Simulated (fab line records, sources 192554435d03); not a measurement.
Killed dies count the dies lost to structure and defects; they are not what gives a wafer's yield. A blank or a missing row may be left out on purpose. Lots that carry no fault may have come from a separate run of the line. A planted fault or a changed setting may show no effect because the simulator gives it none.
One fault through the eyes of 2 desks -- flow n5_finfet -- numbers are kept per desk, each desk with only its own; the story behind them comes last

METROLOGY DESK
What the gauges read, lot by lot, whatever tool the lot ran on: means of the sampled wafers that have a number. If a lot's mean is further than 4 standard deviations from the usual mean, the lot is out of limits and carries the mark OUT (the distance appears in the brackets).
Columns: A = MIM_TOP_OVL at N5_MIM_TOP_LITHO_OVL_MEAS_11, usual 3 nm; B = cd_nm at N5_MIM_BOT_LITHO_CD_MEAS_08, usual 3000.1 nm
lot,first seen here,A,B
L510,day 11 22:17,-3,2997.3
L514,day 13 10:14,3,2998.9
L515,day 13 21:59,2,2999.7
L516,day 14 08:56,5,3001.6
L517,day 14 13:35,0,2997.5
L518,day 14 16:08,2,2988.2 (-4.3) OUT
L521,day 15 08:28,8,2990.4
L519,day 15 08:37,5,2987.9 (-4.4) OUT
L530,day 17 09:41,2,2999.7
L532,day 18 06:49,2,3000.5
L533,day 18 09:26,6,3000.8
This desk finds L518, L519 out of limits, L518 being first, at day 14 17:17 (cd_nm at N5_MIM_BOT_LITHO_CD_MEAS_08). Within limits: L510, L514, L515, L516, L517, L521, L530, L532, L533.

THE DEFECT DESK
What the inspections along the route counted, lot by lot: means of the sampled wafers that have a number. If a lot's mean is further than 4 standard deviations from the usual mean, the lot is out of limits and carries the mark OUT (the distance appears in the brackets).
Columns: A = raw_defect_count at N5_MIM_BOT_LITHO_INSPECT_12, usual 2.2
lot,first seen here,A
L510,day 11 23:14,3.0
L514,day 13 11:00,2.7
L515,day 13 22:46,4.0
L516,day 14 09:41,2.3
L517,day 14 14:46,2.0
L518,day 14 17:20,3.0
L519,day 15 09:35,4.7
L521,day 15 09:46,2.7
L530,day 17 10:31,1.3
L532,day 18 07:41,3.3
L533,day 18 10:14,1.0
Result from this desk: across the 11 lots, nothing is out of limits.

PUT TOGETHER
The metrology desk could have raised an alarm at day 14 17:17, on L518, L519.
Nothing the defect desk looked at was out of limits.
The defect desk has L518, L519 on record, within its limits.
N5_MIM_BOT_LITHO_PEB_06 was run on litho_track-03 by each of the lots named.

WHAT THE SIMULATOR HAD INSERTED
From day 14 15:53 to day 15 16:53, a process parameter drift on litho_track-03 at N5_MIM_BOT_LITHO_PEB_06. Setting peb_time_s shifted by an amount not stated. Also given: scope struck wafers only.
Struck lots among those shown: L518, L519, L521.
Hours from the fault's start to each desk's first reading out of limits: the metrology desk, 1.
